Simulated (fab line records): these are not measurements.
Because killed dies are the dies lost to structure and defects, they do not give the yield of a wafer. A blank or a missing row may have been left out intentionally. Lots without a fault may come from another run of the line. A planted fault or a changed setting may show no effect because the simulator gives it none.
Lot-split experiment :: flow n5Finfet :: 33 wafers read across 7 lots, on a route 1938 steps long

ABOUT THE SPLIT
At N5_BEOL_M14_TRENCH_ETCH_34 (etches SiO2 in C4F8/O2/Ar, target depth 556.65 nm, time 126.9 s), the setting timeS was moved away from the recipe's 126.9 s on 13 of the 33 wafers read, by +15.4% to +47.5%. This setting was run at the recipe's value on the other wafers.

FROM THE SPLIT TO THE READING: what the file shows between them, 10 steps
- N5_BEOL_M14_STRIP_70: strips in C4F8/O2/Ar
- N5_BEOL_M14_OCD_MEAS_35
- N5_BEOL_M14_STRIP_37: strips in O2
- N5_BEOL_M14_ETCH_38: etches SiCN in CF4/N2, target depth 106.5 nm, time 120.6 s
- N5_BEOL_M14_ECD_47: material Cu, target thk 1248 nm
- N5_BEOL_M14_ANNEAL_48: time 90 s
- N5_BEOL_M14_CMP_49: polishes, stops on SiO2, t overpolish 5.2 s, target thk 560 nm
- N5_BEOL_M14_THK_MEAS_50: measures by xrf
- N5_BEOL_M14_PRE_CLEAN_52: time 15 s
- N5_BEOL_M14_DEP_53: deposits SiCN from 3MS/NH3, target thk 50 nm, time 17.8 s

THE READING
M14_RS in ohm/sq, measured at N5_BEOL_M14_RS_MEAS_54 by four-point-probe. Fault-free wafers of this fab line usually give 0.0333 ohm/sq, standard deviation 0.00094 ohm/sq.

wafer: L077.1
tool, chamber at the split: rieDiel-01, 1
timeS as run, s: 126.9
against the recipe: recipe
M14_RS, ohm/sq: 0.0330
against lot-mates on the recipe: -

wafer: L077.4
tool, chamber at the split: rieDiel-01, 3
timeS as run, s: 126.9
against the recipe: recipe
M14_RS, ohm/sq: 0.0336
against lot-mates on the recipe: -

wafer: L077.5
tool, chamber at the split: rieDiel-01, 2
timeS as run, s: 126.9
against the recipe: recipe
M14_RS, ohm/sq: 0.0335
against lot-mates on the recipe: -

wafer: L081.3
tool, chamber at the split: rieDiel-01, 3
timeS as run, s: 126.9
against the recipe: recipe
M14_RS, ohm/sq: 0.0334
against lot-mates on the recipe: -

wafer: L081.5
tool, chamber at the split: rieDiel-01, 2
timeS as run, s: 126.9
against the recipe: recipe
M14_RS, ohm/sq: 0.0333
against lot-mates on the recipe: -

wafer: L081.6
tool, chamber at the split: rieDiel-01, 3
timeS as run, s: 126.9
against the recipe: recipe
M14_RS, ohm/sq: 0.0334
against lot-mates on the recipe: -

wafer: L074.1
tool, chamber at the split: rieDiel-01, 1
timeS as run, s: 126.9
against the recipe: recipe
M14_RS, ohm/sq: 0.0331
against lot-mates on the recipe: -

wafer: L074.2
tool, chamber at the split: rieDiel-01, 3
timeS as run, s: 126.9
against the recipe: recipe
M14_RS, ohm/sq: 0.0336
against lot-mates on the recipe: -

wafer: L074.3
tool, chamber at the split: rieDiel-01, 2
timeS as run, s: 175.9
against the recipe: +38.6%
M14_RS, ohm/sq: 0.0241
against lot-mates on the recipe: -0.0092

wafer: L074.4
tool, chamber at the split: rieDiel-01, 0
timeS as run, s: 175.9
against the recipe: +38.6%
M14_RS, ohm/sq: 0.0248
against lot-mates on the recipe: -0.0085

wafer: L074.5
tool, chamber at the split: rieDiel-01, 2
timeS as run, s: 175.9
against the recipe: +38.6%
M14_RS, ohm/sq: 0.0240
against lot-mates on the recipe: -0.0093

wafer: L074.6
tool, chamber at the split: rieDiel-01, 1
timeS as run, s: 126.9
against the recipe: recipe
M14_RS, ohm/sq: 0.0332
against lot-mates on the recipe: -

wafer: L085.1
tool, chamber at the split: rieDiel-01, 0
timeS as run, s: 126.9
against the recipe: recipe
M14_RS, ohm/sq: 0.0340
against lot-mates on the recipe: -

wafer: L085.2
tool, chamber at the split: rieDiel-01, 3
timeS as run, s: 146.4
against the recipe: +15.4%
M14_RS, ohm/sq: 0.0289
against lot-mates on the recipe: -0.0048

wafer: L085.3
tool, chamber at the split: rieDiel-01, 2
timeS as run, s: 126.9
against the recipe: recipe
M14_RS, ohm/sq: 0.0334
against lot-mates on the recipe: -

wafer: L085.4
tool, chamber at the split: rieDiel-01, 1
timeS as run, s: 146.4
against the recipe: +15.4%
M14_RS, ohm/sq: 0.0283
against lot-mates on the recipe: -0.0054

wafer: L085.5
tool, chamber at the split: rieDiel-01, 2
timeS as run, s: 126.9
against the recipe: recipe
M14_RS, ohm/sq: 0.0336
against lot-mates on the recipe: -

wafer: L085.6
tool, chamber at the split: rieDiel-01, 3
timeS as run, s: 146.4
against the recipe: +15.4%
M14_RS, ohm/sq: 0.0289
against lot-mates on the recipe: -0.0048

wafer: L086.1
tool, chamber at the split: rieDiel-05, 0
timeS as run, s: 126.9
against the recipe: recipe
M14_RS, ohm/sq: 0.0349
against lot-mates on the recipe: -

wafer: L086.2
tool, chamber at the split: rieDiel-05, 1
timeS as run, s: 126.9
against the recipe: recipe
M14_RS, ohm/sq: 0.0323
against lot-mates on the recipe: -

wafer: L086.3
tool, chamber at the split: rieDiel-05, 3
timeS as run, s: 187.2
against the recipe: +47.5%
M14_RS, ohm/sq: 0.0235
against lot-mates on the recipe: -0.0106

wafer: L086.4
tool, chamber at the split: rieDiel-05, 2
timeS as run, s: 187.2
against the recipe: +47.5%
M14_RS, ohm/sq: 0.0213
against lot-mates on the recipe: -0.0128

wafer: L086.5
tool, chamber at the split: rieDiel-05, 0
timeS as run, s: 187.2
against the recipe: +47.5%
M14_RS, ohm/sq: 0.0233
against lot-mates on the recipe: -0.0108

wafer: L086.6
tool, chamber at the split: rieDiel-05, 3
timeS as run, s: 126.9
against the recipe: recipe
M14_RS, ohm/sq: 0.0350
against lot-mates on the recipe: -

wafer: L087.2
tool, chamber at the split: rieDiel-05, 0
timeS as run, s: 126.9
against the recipe: recipe
M14_RS, ohm/sq: 0.0344
against lot-mates on the recipe: -

wafer: L087.3
tool, chamber at the split: rieDiel-05, 2
timeS as run, s: 126.9
against the recipe: recipe
M14_RS, ohm/sq: 0.0319
against lot-mates on the recipe: -

wafer: L087.4
tool, chamber at the split: rieDiel-05, 3
timeS as run, s: 159.1
against the recipe: +25.4%
M14_RS, ohm/sq: 0.0274
against lot-mates on the recipe: -0.0057

wafer: L091.1
tool, chamber at the split: rieDiel-01, 1
timeS as run, s: 171.1
against the recipe: +34.8%
M14_RS, ohm/sq: 0.0241
against lot-mates on the recipe: -0.0089

wafer: L091.2
tool, chamber at the split: rieDiel-01, 2
timeS as run, s: 126.9
against the recipe: recipe
M14_RS, ohm/sq: 0.0330
against lot-mates on the recipe: -

wafer: L091.3
tool, chamber at the split: rieDiel-01, 0
timeS as run, s: 171.1
against the recipe: +34.8%
M14_RS, ohm/sq: 0.0248
against lot-mates on the recipe: -0.0082

wafer: L091.4
tool, chamber at the split: rieDiel-01, 3
timeS as run, s: 126.9
against the recipe: recipe
M14_RS, ohm/sq: 0.0333
against lot-mates on the recipe: -

wafer: L091.5
tool, chamber at the split: rieDiel-01, 1
timeS as run, s: 171.1
against the recipe: +34.8%
M14_RS, ohm/sq: 0.0242
against lot-mates on the recipe: -0.0088

wafer: L091.6
tool, chamber at the split: rieDiel-01, 2
timeS as run, s: 126.9
against the recipe: recipe
M14_RS, ohm/sq: 0.0328
against lot-mates on the recipe: -

FIT RESULTS
A straight line over all 33 wafers: M14_RS changes by -0.000237 ohm/sq for each +1% of timeS; r = -0.98; the points scatter about the line by 0.00081 ohm/sq.
The same after taking each lot's own level away (the mean of its wafers on the recipe; 33 wafers): -0.00024 ohm/sq for each +1%; r = -0.99; scatter 0.00075 ohm/sq.
According to that fit, moving timeS by its largest amount changes the reading by 0.011 ohm/sq.
The lots' own levels span 0.03303 to 0.03407 ohm/sq, that is 1.1 times the standard deviation above.
Hence the lot-to-lot level has little effect on the slope; both slopes agree.
Check: with one of the wafers moved furthest among these (+47.5%) left out of the fit, the line predicts -0.0117 ohm/sq for it against its lot-mates. Against them it came out at -0.0106 ohm/sq.

THE WHOLE CHAIN: every reading that the file lists as answering this split, in the file's order
step: N5_BEOL_M14_TRENCH_ETCH_34
what it does: etches SiO2 in C4F8/O2/Ar, target depth 556.65 nm, time 126.9 s
reading: etch.depthNm (the simulator's own value, which no gauge read)
change (the file's fit): +5.55 nm for each +1% of the setting
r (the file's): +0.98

step: N5_BEOL_M14_OCD_MEAS_35
what it does: 
reading: trenchDepthNm
change (the file's fit): +5.5 nm for each +1% of the setting
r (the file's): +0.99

step: N5_BEOL_M14_CMP_49
what it does: polishes, stops on SiO2, t overpolish 5.2 s, target thk 560 nm
reading: Cu_of_BEOL_M14_ECD_47.thkNm (the simulator's own value, which no gauge read)
change (the file's fit): +5.53 nm for each +1% of the setting
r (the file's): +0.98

step: N5_BEOL_M14_THK_MEAS_50
what it does: measures by xrf
reading: M14_THK
change (the file's fit): +5.6 for each +1% of the setting
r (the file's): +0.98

step: N5_BEOL_M14_RS_MEAS_54
what it does: measures by four-point-probe
reading: M14_RS
change (the file's fit): -0.000243 for each +1% of the setting
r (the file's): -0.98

THE FILE'S OWN FIT
M14_RS changes by -0.000243 ohm/sq for each +1% of timeS, r = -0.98.
